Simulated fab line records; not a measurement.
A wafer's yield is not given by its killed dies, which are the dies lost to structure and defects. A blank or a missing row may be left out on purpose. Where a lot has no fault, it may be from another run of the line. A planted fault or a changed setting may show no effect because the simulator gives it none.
fab line records ; flow n5Finfet
record: lots: 7; wafers: 21; lastDay: 16
route steps=1938 shown BEOL_M4@1072 PASSIVATION@1936
lots that met no fault: from a run of the same line without faults
startH: hours from the record's first day to the start of the lot's first wafer shown ; waitH: time in hours since the lot's previous step ; " identical to the entry in the row above ; L1.1+2: a single row standing in for several wafers ; - value missing, or start not given ; * or withheld: withheld ; < > ~ a bound
route shown NAME@n: NAME is a module with steps in the file, n the number in the route of the first one ; usual: mean and standard deviation over wafers with no fault ; same: alike in all rows ; chamber/n: place in a boat ; sites: readings site by site ; _std_site: the values' standard deviation ; _edge_site: inner sites' mean taken away from outer sites' mean ; radiusMm: for every site, how far away it sits from the centre of the wafer ; mask NAME#n: copy n ; behind: the most recent tool/chamber to have shaped the wafer ; hold: why the lot was held/for how many hours/how that ended ; device: names the non-switching transistor (n, p or np) ; end of line: tests of these same wafers at the route's end ; step lacking rows: just its recipe ; killed: at the first sort, the dies lost to defects and structure; wafer yield is something else ; map: dies across one wafer; x = killed, . = not, _ = none there
set.NAME: the setting as run; set.NAME@STEP: as run at that earlier step ; model.NAME: the simulator's own value behind a step, which no gauge read
a table for each step, a row for each wafer; lots at some steps of the route
services: a tool's chamber out of use, with start hour (startH, from the record's first day; less than 0 if before it), hours out, and reason
== steps ==
step: N5_BEOL_M4_STRIP_97
recipe: chemistry: N2/H2; timeS: 10; powerW: 450; tempC: 40; pressureMtorr: 20; rfFrequencyHz: 6e+07; biasPowerW: 7; n2FlowSccm: 200; h2FlowSccm: 200
usual: drypumpMotorCurrentA: 5.7/0.32; oesProductAu: 0.79/0.075; rfVppV: 59.1/0.86; showerheadPlenumPTorr: 2.56/0.07; throttleValvePct: 23.6/0.3
lot.wafer;tool;chamber;startH;waitH;drypumpMotorCurrentA;oesProductAu;rfHoursCounterH;rfVppV;showerheadPlenumPTorr;throttleValvePct
L850.2;rieDiel-04;1;-;-;5.4;0.69;210;59.0;2.50;23.2
L850.3;rieDiel-04;3;-;-;6.1;0.81;75;57.5;2.44;23.3
L850.6;rieDiel-04;1;-;-;5.4;0.69;-;58.2;2.50;23.2
L852.1;rieDiel-01;1;-;-;5.6;0.74;198;59.4;2.64;24.4
L852.2;rieDiel-01;0;-;-;5.1;0.86;38;58.8;2.63;23.8
L852.5;rieDiel-01;2;-;-;5.8;0.68;-;57.7;2.40;24.1
L860.2;rieDiel-04;2;-;-;5.5;0.70;210;60.4;2.63;23.5
L860.3;rieDiel-04;1;-;-;5.4;0.69;226;59.8;2.50;23.2
L860.6;rieDiel-04;1;-;-;5.4;0.68;-;59.1;2.50;23.2
L861.1;rieDiel-04;3;-;-;6.2;0.78;101;59.7;2.43;23.3
L861.3;rieDiel-04;2;-;-;5.5;0.69;216;60.1;2.62;23.5
L861.4;rieDiel-04;0;-;-;6.3;0.86;65;58.8;2.59;23.7
L863.1;rieDiel-06;2;-;-;5.7;0.80;110;59.2;2.54;23.7
L863.3;rieDiel-06;1;-;-;5.9;1.00;2;56.8;2.59;23.3
L863.5;rieDiel-06;3;-;-;6.1;0.79;-;60.3;2.55;23.4
L864.1;rieDiel-04;0;-;-;6.2;0.84;70;60.2;2.58;23.7
L864.3;rieDiel-04;1;-;-;5.4;0.68;239;59.3;2.49;23.2
L864.5;rieDiel-04;1;-;-;5.4;0.67;-;59.9;2.49;23.2
L867.1;rieDiel-06;3;-;-;6.0;0.79;130;57.6;2.54;23.4
L867.2;rieDiel-06;0;-;-;5.5;0.80;80;58.6;2.49;23.7
L867.6;rieDiel-06;2;-;-;5.7;0.79;-;60.3;2.53;23.7
step: N5_BEOL_M4_OCD_MEAS_38
usual: trenchDepthNm: 55.6/1.5
lot.wafer;tool;chamber;startH;waitH;trenchDepthNm
L850.2;ocd-01;-;164.44;-;54.5
L850.3;ocd-01;-;164.44;-;55.7
L850.6;ocd-01;-;164.44;-;54.1
L852.1;ocd-01;-;189.74;-;54.5
L852.2;ocd-01;-;189.74;-;56.8
L852.5;ocd-01;-;189.74;-;52.9
L860.2;ocd-02;-;226.07;-;55.6
L860.3;ocd-02;-;226.07;-;53.6
L860.6;ocd-02;-;226.07;-;53.6
L861.1;ocd-01;-;241.48;-;54.4
L861.3;ocd-01;-;241.48;-;55.7
L861.4;ocd-01;-;241.48;-;57.3
L863.1;ocd-02;-;241.49;-;58.0
L863.3;ocd-02;-;241.49;-;59.4
L863.5;ocd-02;-;241.49;-;54.4
L864.1;ocd-01;-;259.28;-;57.6
L864.3;ocd-01;-;259.28;-;54.5
L864.5;ocd-01;-;259.28;-;54.3
L867.1;ocd-02;-;259.55;-;55.1
L867.2;ocd-02;-;259.55;-;54.7
L867.6;ocd-02;-;259.55;-;57.3
step: N5_BEOL_M4_HM_STRIP_39
recipe: chemistry: peroxideTinStrip; material: TiN; targetDepthA: 250; tempC: 50; timeS: 158
step: N5_BEOL_M4_SRD_40
recipe: timeS: 30; tempC: 23; rinseLiquid: diw; dry: ipaMarangoni
step: N5_BEOL_M4_PRECLEAN_42
recipe: chemistry: residueRemover; timeS: 60; tempC: 40
step: N5_BEOL_M4_SRD_43
recipe: timeS: 30; tempC: 23; rinseLiquid: diw; dry: ipaMarangoni
step: N5_BEOL_M4_CD_MEAS_35
recipe: targetCdNm: 18; targetCdYNm: 22.4; polarity: opening
usual: cdNm: 18.0/0.46
lot.wafer;tool;chamber;startH;waitH;cdNm
L850.2;cdSem-02;-;164.60;0.0;17.9
L850.3;cdSem-02;-;164.60;0.0;17.6
L850.6;cdSem-02;-;164.60;0.0;17.5
L852.1;cdSem-03;-;189.99;0.0;17.0
L852.2;cdSem-03;-;189.99;0.0;18.4
L852.5;cdSem-03;-;189.99;0.0;18.5
L860.2;cdSem-02;-;226.22;0.0;17.7
L860.3;cdSem-02;-;226.22;0.0;18.0
L860.6;cdSem-02;-;226.22;0.0;18.2
L861.1;cdSem-02;-;241.64;0.0;18.5
L861.3;cdSem-02;-;241.64;0.0;18.3
L861.4;cdSem-02;-;241.64;0.0;17.3
L863.1;cdSem-02;-;241.74;0.0;17.9
L863.3;cdSem-02;-;241.74;0.0;18.0
L863.5;cdSem-02;-;241.74;0.0;17.9
L864.1;cdSem-03;-;259.43;0.0;17.5
L864.3;cdSem-03;-;259.43;0.0;18.8
L864.5;cdSem-03;-;259.43;0.0;18.1
L867.1;cdSem-03;-;259.70;0.0;18.4
L867.2;cdSem-03;-;259.70;0.0;18.4
L867.6;cdSem-03;-;259.70;0.0;17.8
step: N5_BEOL_M4_DEGAS_44
recipe: ambient: vacuum; tempC: 250; timeS: 60
step: N5_BEOL_M4_PRE_CLEAN_45
recipe: gas: H2/He; timeS: 30; tempC: 250
usual: heaterPowerW: 323/21
lot.wafer;tool;chamber;startH;waitH;heaterPowerW
L850.2;pvdSputter-02;-;164.91;0.0;323
L850.3;pvdSputter-02;-;164.91;0.0;308
L850.6;pvdSputter-02;-;164.91;0.0;322
L852.1;pvdSputter-01;-;190.59;0.0;281
L852.2;pvdSputter-01;-;190.59;0.0;342
L852.5;pvdSputter-01;-;190.59;0.0;328
L860.2;pvdSputter-03;-;227.09;0.0;328
L860.3;pvdSputter-03;-;227.09;0.0;341
L860.6;pvdSputter-03;-;227.09;0.0;338
L861.1;pvdSputter-01;-;241.88;0.0;286
L861.3;pvdSputter-01;-;241.88;0.0;311
L861.4;pvdSputter-01;-;241.88;0.0;336
L863.1;pvdSputter-01;-;242.04;0.0;317
L863.3;pvdSputter-01;-;242.04;0.0;327
L863.5;pvdSputter-01;-;242.04;0.0;332
L864.1;pvdSputter-01;-;259.69;0.0;318
L864.3;pvdSputter-01;-;259.69;0.0;334
L864.5;pvdSputter-01;-;259.69;0.0;280
L867.1;pvdSputter-01;-;259.78;0.0;340
L867.2;pvdSputter-01;-;259.78;0.0;279
L867.6;pvdSputter-01;-;259.78;0.0;272
step: N5_BEOL_M4_ALD_84
recipe: material: TaN; targetThkA: *; tempC: 275; aldPrecursorFamily: PDMAT; aldCoReactant: NH3; pressureTorr: 3; carrierFlowSccm: 1500; pulseTimeS: 2; purgeTimeS: 3; coReactantPurgeTimeS: 2; coReactantPulseTimeS: 3; aldCycles: 30; precursorVesselTempC: 75; precursorVesselPressureTorr: 26.25; precursorVesselCarrierSccm: 1000
usual: heaterPowerW: 420/47
lot.wafer;tool;chamber;startH;waitH;heaterPowerW
L850.2;aldMetal-02;2;164.98;0.0;441
L850.3;aldMetal-02;1;164.98;0.0;435
L850.6;aldMetal-02;1;164.98;0.0;434
L852.1;aldMetal-01;0;190.65;0.0;410
L852.2;aldMetal-01;2;190.65;0.0;427
L852.5;aldMetal-01;0;190.65;0.0;409
L860.2;aldMetal-01;3;227.15;0.0;484
L860.3;aldMetal-01;2;227.15;0.0;444
L860.6;aldMetal-01;0;227.15;0.0;410
L861.1;aldMetal-02;1;242.11;0.2;423
L861.3;aldMetal-02;0;242.11;0.2;381
L861.4;aldMetal-02;3;242.11;0.2;316
L863.1;aldMetal-01;1;242.18;0.1;387
L863.3;aldMetal-01;2;242.18;0.1;441
L863.5;aldMetal-01;2;242.18;0.1;441
L864.1;aldMetal-01;2;259.78;0.1;448
L864.3;aldMetal-01;3;259.78;0.1;500
L864.5;aldMetal-01;0;259.78;0.1;405
L867.1;aldMetal-02;2;259.90;0.1;440
L867.2;aldMetal-02;1;259.90;0.1;424
L867.6;aldMetal-02;2;259.90;0.1;440
step: N5_BEOL_M4_SURFACE_TREAT_85
recipe: gas: Ar; timeS: *; ionEnergyEv: *; ionCurrentMaCm2: 0.5; pressureMtorr: *; arFlowSccm: 30
usual: throttleValvePct: *
lot.wafer;tool;chamber;startH;waitH;throttleValvePct
L850.2;pvdSputter-02;-;165.27;0.2;*
L850.3;pvdSputter-02;-;165.27;0.2;*
L850.6;pvdSputter-02;-;165.27;0.2;*
L852.1;pvdSputter-01;-;190.97;0.2;*
L852.2;pvdSputter-01;-;190.97;0.2;*
L852.5;pvdSputter-01;-;190.97;0.2;*
L860.2;pvdSputter-01;-;227.37;0.1;*
L860.3;pvdSputter-01;-;227.37;0.1;*
L860.6;pvdSputter-01;-;227.37;0.1;*
L861.1;pvdSputter-03;-;242.54;0.3;*
L861.3;pvdSputter-03;-;242.54;0.3;*
L861.4;pvdSputter-03;-;242.54;0.3;*
L863.1;pvdSputter-03;-;242.58;0.3;*
L863.3;pvdSputter-03;-;242.58;0.3;*
L863.5;pvdSputter-03;-;242.58;0.3;*
L864.1;pvdSputter-01;-;260.66;0.8;*
L864.3;pvdSputter-01;-;260.66;0.8;*
L864.5;pvdSputter-01;-;260.66;0.8;*
L867.1;pvdSputter-01;-;260.70;0.7;*
L867.2;pvdSputter-01;-;260.70;0.7;*
L867.6;pvdSputter-01;-;260.70;0.7;*
step: N5_BEOL_M4_CVD_47
recipe: material: Co; targetThkA: 30; tempC: withheld; precursor: CCTBA/H2; pressureTorr: 30; timeS: 223.8
step: N5_BEOL_M4_SPUTTER_48
recipe: material: Cu; targetThkA: 45; tempC: -20; chamberPressurePa: 0.07; powerW: withheld; timeS: 8.29
usual: chamberPressurePa: 0.07/0.00013; chuckGasFlowSccm: 1.27/0.058; substrateTempC: -19.99/0.1; throttleValvePct: 29.8/1.2
lot.wafer;tool;chamber;startH;waitH;chamberPressurePa;chuckGasFlowSccm;substrateTempC;throttleValvePct
L850.2;pvdSputter-01;-;165.75;0.3;0.06978;1.21;-19.97;31.1
L850.3;pvdSputter-01;-;165.75;0.3;0.07007;1.33;-19.83;30.5
L850.6;pvdSputter-01;-;165.75;0.3;0.06993;1.27;-20.09;29.5
L852.1;pvdSputter-03;-;191.21;0.1;0.07001;1.30;-19.89;30.0
L852.2;pvdSputter-03;-;191.21;0.1;0.07002;1.23;-19.99;30.0
L852.5;pvdSputter-03;-;191.21;0.1;0.07002;1.37;-19.93;30.1
L860.2;pvdSputter-01;-;227.64;0.1;-;-;-;-
L860.3;pvdSputter-01;-;227.64;0.1;-;-;-;-
L860.6;pvdSputter-01;-;227.64;0.1;-;-;-;-
L861.1;pvdSputter-02;-;244.43;1.5;-;-;-;-
L861.3;pvdSputter-02;-;244.43;1.5;-;-;-;-
L861.4;pvdSputter-02;-;244.43;1.5;-;-;-;-
L863.1;pvdSputter-03;-;244.46;1.5;-;-;-;-
L863.3;pvdSputter-03;-;244.46;1.5;-;-;-;-
L863.5;pvdSputter-03;-;244.46;1.5;-;-;-;-
L867.1;pvdSputter-02;-;261.01;0.2;0.06994;1.24;-19.90;32.3
L867.2;pvdSputter-02;-;261.01;0.2;0.06988;1.27;-20.12;30.6
L867.6;pvdSputter-02;-;261.01;0.2;0.07002;1.26;-19.87;32.2
L864.1;pvdSputter-01;-;261.02;0.2;0.07001;1.24;-20.01;30.4
L864.3;pvdSputter-01;-;261.02;0.2;0.07005;1.31;-19.82;31.0
L864.5;pvdSputter-01;-;261.02;0.2;0.06978;1.27;-20.02;29.1
step: N5_BEOL_M4_ANNEAL_49
recipe: tempC: 400; timeS: 240; ambient: vacuum
usual: heaterPowerW: 812/46; susceptor_temp_C_max: 401.1/0.42
lot.wafer;tool;chamber;startH;waitH;heaterPowerW;susceptor_temp_C_max
L850.2;pvdSputter-01;-;165.83;0.0;815;401.1
L850.3;pvdSputter-01;-;165.83;0.0;792;401.3
L850.6;pvdSputter-01;-;165.83;0.0;691;400.8
L852.1;pvdSputter-03;-;191.29;0.0;829;400.7
L852.2;pvdSputter-03;-;191.29;0.0;838;400.5
L852.5;pvdSputter-03;-;191.29;0.0;840;400.7
L860.2;pvdSputter-01;-;227.72;0.0;846;401.0
L860.3;pvdSputter-01;-;227.72;0.0;775;401.1
L860.6;pvdSputter-01;-;227.72;0.0;711;401.0
L861.1;pvdSputter-02;-;244.51;0.0;788;401.4
L861.3;pvdSputter-02;-;244.51;0.0;809;400.3
L861.4;pvdSputter-02;-;244.51;0.0;841;401.1
L863.1;pvdSputter-03;-;244.54;0.0;823;400.6
L863.3;pvdSputter-03;-;244.54;0.0;868;400.8
L863.5;pvdSputter-03;-;244.54;0.0;843;400.5
L867.1;pvdSputter-02;-;261.09;0.0;816;400.5
L867.2;pvdSputter-02;-;261.09;0.0;794;401.7
L867.6;pvdSputter-02;-;261.09;0.0;819;401.1
L864.1;pvdSputter-01;-;261.10;0.0;796;401.4
L864.3;pvdSputter-01;-;261.10;0.0;799;401.4
L864.5;pvdSputter-01;-;261.10;0.0;676;401.3
step: N5_BEOL_M4_RC_MEAS_101
usual: DIBL_N: 36.0/2.2; DIBL_P: 35.9/2.6; IOFF_N: 0.16/0.038; IOFF_P: 0.21/0.042; ION_N: 675/15; ION_P: 463/10; SS_N: 71.5/0.62; SS_P: 73.2/0.76; VT_N: 250/4.1; VT_P: -251/3.6
lot.wafer;tool;chamber;startH;waitH;DIBL_N[mV/V];DIBL_P[mV/V];IOFF_N[nA/um];IOFF_P[nA/um];ION_N[uA/um];ION_P[uA/um];SS_N[mV/dec];SS_P[mV/dec];VT_N[mV];VT_P[mV]
L850.2;prober-01;0;168.90;0.2;33.5;33.4;0.11;0.16;672;464;71.0;72.3;257;-252
L850.3;prober-01;0;168.90;0.2;35.0;36.4;0.13;0.21;669;466;70.8;73.8;253;-248
L850.6;prober-01;0;168.90;0.2;35.0;36.1;0.13;0.19;675;463;71.6;73.9;254;-252
L852.1;prober-02;0;194.10;0.0;33.9;33.8;0.12;0.14;668;453;71.6;72.6;255;-257
L852.2;prober-02;0;194.10;0.0;33.6;33.6;0.12;0.15;665;455;71.1;73.0;252;-255
L852.5;prober-02;0;194.10;0.0;33.2;33.9;0.11;0.14;657;457;71.0;72.8;254;-258
L860.2;prober-01;0;230.65;0.2;37.6;35.9;0.17;0.25;688;479;71.0;73.6;251;-247
L860.3;prober-01;0;230.65;0.2;36.6;33.7;0.13;0.20;673;468;70.5;72.3;251;-250
L860.6;prober-01;0;230.65;0.2;36.8;33.6;0.14;0.21;660;454;71.1;73.3;251;-249
L861.1;prober-01;0;247.29;0.0;35.2;36.2;0.15;0.20;679;463;71.0;72.9;250;-247
L861.3;prober-01;0;247.29;0.0;34.9;37.1;0.16;0.21;685;467;71.1;72.7;246;-248
L861.4;prober-01;0;247.29;0.0;36.3;36.2;0.14;0.19;647;444;72.0;72.4;253;-251
L863.1;prober-02;0;247.32;0.0;34.5;33.5;0.12;0.19;656;466;71.3;72.4;254;-250
L863.3;prober-02;0;247.32;0.0;39.1;38.6;0.22;0.28;709;482;72.3;73.6;243;-247
L863.5;prober-02;0;247.32;0.0;35.4;33.0;0.13;0.17;663;461;70.8;72.3;254;-252
L867.1;prober-02;0;263.94;0.0;40.0;38.5;0.21;0.25;702;479;71.8;74.4;244;-247
L867.2;prober-02;0;263.94;0.0;38.6;37.2;0.17;0.24;674;459;71.6;74.8;248;-250
L867.6;prober-02;0;263.94;0.0;43.0;40.1;0.27;0.29;700;469;73.5;74.7;243;-245
L864.1;prober-01;0;264.37;0.1;30.7;29.6;0.08;0.11;656;448;70.8;72.5;261;-261
L864.3;prober-01;0;264.37;0.1;39.7;39.5;0.23;0.24;674;456;73.9;74.6;245;-251
L864.5;prober-01;0;264.37;0.1;34.3;33.5;0.12;0.15;661;443;71.7;72.7;254;-259
step: N5_PASSIVATION_PROBE_49
usual: defectLimitedYield: 91.4/1.6; killed_at_M0_to_M3: 35/10; killed_at_M4_up: 12/4.7; killedAtContacts: 12/5.8; killedAtFrontEnd: 38/12; killedAtOther: 4/3.2; killedDies: 102/18; killedOpen: 68/14; killedShort: 32/8; sort_bin_5_function: 5.1/0.96; sort_bin_6_memory: 3.2/0.77; sortNPass: 1078/20; sortYieldPct: 91.3/1.7
same: grossDies: 1180; killedAtBackSide: 0; sort_bin_4_leakage[%]: 0; sort_bin_8_speed[%]: 0
lot.wafer;tool;chamber;startH;waitH;defectLimitedYield[%];killed_at_M0_to_M3;killed_at_M4_up;killedAtContacts;killedAtFrontEnd;killedAtOther;killedDies;killedOpen;killedShort;sort_bin_5_function[%];sort_bin_6_memory[%];sortNPass;sortYieldPct[%]
L860.2;prober-01;-;337.42;0.1;88.8;49;23;12;46;2;132;90;27;6.8;4.1;1048;88.8
L860.3;prober-01;-;337.47;0.1;86.9;50;19;19;65;1;154;101;39;7.4;5.3;1026;86.9
L860.6;prober-01;-;337.62;0.3;88.9;45;27;6;51;2;131;76;38;6.8;4.0;1049;88.9
L861.1;prober-02;-;358.35;0.0;88.9;44;26;16;41;4;131;72;36;5.5;4.5;1049;88.9
L861.3;prober-02;-;358.45;0.1;91.6;24;23;13;35;4;99;59;23;4.9;3.2;1081;91.6
L861.4;prober-02;-;358.50;0.2;90.7;39;15;10;43;3;110;71;33;6.4;2.6;1070;90.7
L863.1;prober-02;-;359.58;0.9;92.4;33;25;6;25;1;90;51;21;4.7;2.8;1090;92.4
L863.3;prober-02;-;359.68;1.0;91.1;21;27;7;49;1;105;75;24;5.2;3.6;1075;91.1
L863.5;prober-02;-;359.78;1.1;89.2;41;23;17;42;5;128;92;24;6.0;4.6;1052;89.2
killed by level:class
L860.2 BEOL_M2:geometricParticle:open=17 BEOL_M4:interfaceVoidOpened=15 FIN_SAQP:geometricParticle:open=14 STI_FIN_REVEAL:geometricParticle:open=13 MOL_CONTACT_COAG:geometricParticle:open=11 BEOL_M1:geometricParticle:open=9 BEOL_M3:geometricParticle:open=7 FIN_SAQP:geometricParticle:short=6
L860.3 STI_FIN_REVEAL:geometricParticle:open=20 MOL_CONTACT_COAG:geometricParticle:open=15 FIN_SAQP:geometricParticle:open=14 BEOL_M1:geometricParticle:open=12 BEOL_M4:interfaceVoidOpened=12 BEOL_M0_SAQP:geometricParticle:open=11 FIN_SAQP:geometricParticle:short=8 BEOL_M1:geometricParticle:short=6
L860.6 BEOL_M3:geometricParticle:open=20 BEOL_M4:interfaceVoidOpened=17 FIN_SAQP:geometricParticle:open=16 FIN_SAQP:geometricParticle:short=12 BEOL_M0_SAQP:geometricParticle:short=10 STI_FIN_REVEAL:geometricParticle:open=8 BEOL_M0_SAQP:geometricParticle:open=6 MOL_CONTACT_COAG:geometricParticle:open=5
L861.1 MOL_CONTACT_COAG:geometricParticle:open=15 BEOL_M4:interfaceVoidOpened=13 FIN_SAQP:geometricParticle:open=12 BEOL_M0_SAQP:geometricParticle:short=11 BEOL_M2:geometricParticle:open=10 HKMG_FIN:areaEtch=9 BEOL_M0_SAQP:geometricParticle:open=7 BEOL_M2:geometricParticle:short=5
L861.3 BEOL_M4:interfaceVoidOpened=17 FIN_SAQP:geometricParticle:open=13 MOL_CONTACT_COAG:geometricParticle:open=11 FIN_SAQP:geometricParticle:short=6 BEOL_M1:geometricParticle:open=6 BEOL_M2:geometricParticle:open=6 DUMMY_GATE:geometricParticle:open=3 BEOL_M0_SAQP:geometricParticle:open=3
L861.4 FIN_SAQP:geometricParticle:open=13 BEOL_M2:geometricParticle:open=12 MOL_CONTACT_COAG:geometricParticle:open=10 BEOL_M0_SAQP:geometricParticle:open=10 BEOL_M0_SAQP:geometricParticle:short=9 FIN_SAQP:geometricParticle:short=6 BEOL_M4:interfaceVoidOpened=6 STARTING-WAFER:geometricParticle:open=5
L863.1 BEOL_M4:interfaceVoidOpened=18 FIN_SAQP:geometricParticle:open=14 BEOL_M2:geometricParticle:open=9 BEOL_M1:geometricParticle:open=6 MOL_CONTACT_COAG:geometricParticle:open=6 FIN_SAQP:geometricParticle:short=5 BEOL_M3:geometricParticle:open=5 BEOL_M0_SAQP:geometricParticle:short=4
L863.3 FIN_SAQP:geometricParticle:open=13 STI_FIN_REVEAL:geometricParticle:open=13 BEOL_M4:geometricParticle:open=11 BEOL_M0_SAQP:geometricParticle:open=7 STARTING-WAFER:geometricParticle:open=6 BEOL_M4:interfaceVoidOpened=6 FIN_SAQP:geometricParticle:short=5 MOL_CONTACT_COAG:geometricParticle:open=4
L863.5 MOL_CONTACT_COAG:geometricParticle:open=15 FIN_SAQP:geometricParticle:open=14 BEOL_M2:geometricParticle:open=14 BEOL_M1:geometricParticle:open=12 BEOL_M4:interfaceVoidOpened=12 DUMMY_GATE:geometricParticle:open=8 STI_FIN_REVEAL:geometricParticle:open=5 BEOL_M4:geometricParticle:open=5
== services ==
tool;chamber;startH;hours;kind
pvdSputter-01;-;150.27;1.8;repair
rieDiel-06;0;155.65;13.1;repair
rieDiel-01;1;173.91;5.0;repair
aldMetal-01;-;178.55;0.7;repair
rieDiel-06;1;187.11;16.2;repair
aldMetal-02;1;187.77;24.8;repair
rieDiel-01;2;201.16;-;clean
rieDiel-01;2;201.16;-;consumableReplace:focusRing
rieDiel-01;2;201.16;-;consumableReplace:showerhead
rieDiel-01;2;201.16;13.0;scheduledDown
rieDiel-01;2;201.16;13.0;ventCycle
rieDiel-04;1;204.77;9.1;repair
aldMetal-02;-;230.37;2.8;pm
rieDiel-06;3;242.09;1.5;repair
rieDiel-06;0;242.48;1.3;repair
== key ==
firstSign: step: N5_BEOL_M4_SPUTTER_48; reading: toolRecord; direction: missing
effect: step: N5_PASSIVATION_PROBE_49; reading: killed_at_M4_up; direction: up; sigmas: 2.3; usual: 12; struck: 23; wafersMoved: 7
metAt N5_BEOL_M4_SPUTTER_48
struckWafers L860.2,L860.3,L860.6,L861.1,L861.3,L861.4,L863.1,L863.3,L863.5
onsetBetween 191.21 227.64
fault: kind: skippedStepWhole; tool: pvdSputter-01,pvdSputter-02,pvdSputter-03; chamber: -; onsetH: 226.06; steps: N5_BEOL_M4_SPUTTER_48; scope: struckLotsOnly
